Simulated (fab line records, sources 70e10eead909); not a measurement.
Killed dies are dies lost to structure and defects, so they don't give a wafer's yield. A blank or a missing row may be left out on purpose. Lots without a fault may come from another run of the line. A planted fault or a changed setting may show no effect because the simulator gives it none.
Chamber matching | flow nand_harc | NHARC_P_M0_ETCH_34 on rie_diel-05: 4 sister chambers
The step etches the open film in N2/H2, target depth 40 nm, overetch 12 nm, time 43.94 s. 18 wafers are shown with their chamber, then 9 later ones without.

WAFERS WITH THEIR CHAMBER
wafer  | chamber | showerhead_plenum_p_Torr (Torr) | rf_vpp_V (V) | rf_fwd_power_W (W)
L161.1 | 1       | 2.17                            | 434.0        | 394.2
L161.4 | 2       | 2.05                            | 430.4        | 395.7
L161.6 | 3       | 1.98                            | 428.9        | 394.2
L163.1 | 2       | 2.05                            | 432.1        | 396.3
L163.2 | 3       | 1.98                            | 428.9        | 394.9
L163.5 | 0       | 2.01                            | 430.3        | 399.4
L164.3 | 3       | 1.98                            | 428.3        | 395.0
L164.6 | 3       | 1.98                            | 429.3        | 393.4
L165.4 | 1       | 2.16                            | 434.3        | 393.3
L165.6 | 1       | 2.16                            | 434.0        | 394.5
L174.2 | 1       | 2.16                            | 434.7        | 393.0
L174.3 | 2       | 2.05                            | 430.7        | 396.3
L174.4 | 0       | 2.01                            | 427.9        | 397.1
L175.3 | 0       | 2.01                            | 430.0        | 394.7
L175.5 | 3       | 1.98                            | 429.2        | 395.0
L177.1 | 3       | 1.98                            | 431.0        | 396.5
L177.4 | 1       | 2.16                            | 434.3        | 392.5
L177.5 | 3       | 1.98                            | 428.6        | 394.6

SIGNATURES (means of the wafers above)
reading                  | chamber 0 | chamber 1 | chamber 2 | chamber 3 | scatter within a chamber
showerhead_plenum_p_Torr | 2.0100    | 2.1620    | 2.0500    | 1.9800    | 0.00239
rf_vpp_V                 | 429.400   | 434.260   | 431.067   | 429.171   | 0.845
rf_fwd_power_W           | 397.067   | 393.500   | 396.100   | 394.800   | 1.18
Rule: a wafer's distance from a chamber is the root of the sum, over the readings, of the square of ((its reading less the chamber's mean) divided by the reading's scatter). The wafer belongs to the nearest chamber; if the next one is less than 2 further off, it can't be placed. The scatter: the root of (the sum of the squares of (reading less its chamber's mean) over the shown wafers, divided by (wafers less chambers)).

WAFERS WITHOUT THEIR CHAMBER
wafer  | showerhead_plenum_p_Torr (Torr) | rf_vpp_V (V) | rf_fwd_power_W (W)
L179.2 | 2.05                            | 431.3        | 395.5
L179.3 | 2.16                            | 433.5        | 397.9
L179.5 | 1.97                            | 429.7        | 394.7
L180.3 | 2.16                            | 433.8        | 397.0
L180.4 | 2.05                            | 430.4        | 396.8
L180.5 | 2.01                            | 429.2        | 397.8
L182.2 | 2.04                            | 430.6        | 397.2
L182.4 | 2.16                            | 434.3        | 397.1
L182.6 | 1.97                            | 428.2        | 396.4

WHICH CHAMBER EACH WENT THROUGH
wafer  | from the rows above | in truth
L179.2 | 2                   | 2
L179.3 | 1                   | 1
L179.5 | 3                   | 3
L180.3 | 1                   | 1
L180.4 | 2                   | 2
L180.5 | 0                   | 0
L182.2 | 2                   | 2
L182.4 | 1                   | 1
L182.6 | 3                   | 3
Placed correctly: 9 of 9. Can't be placed from these rows: 0. Placed wrongly: 0.
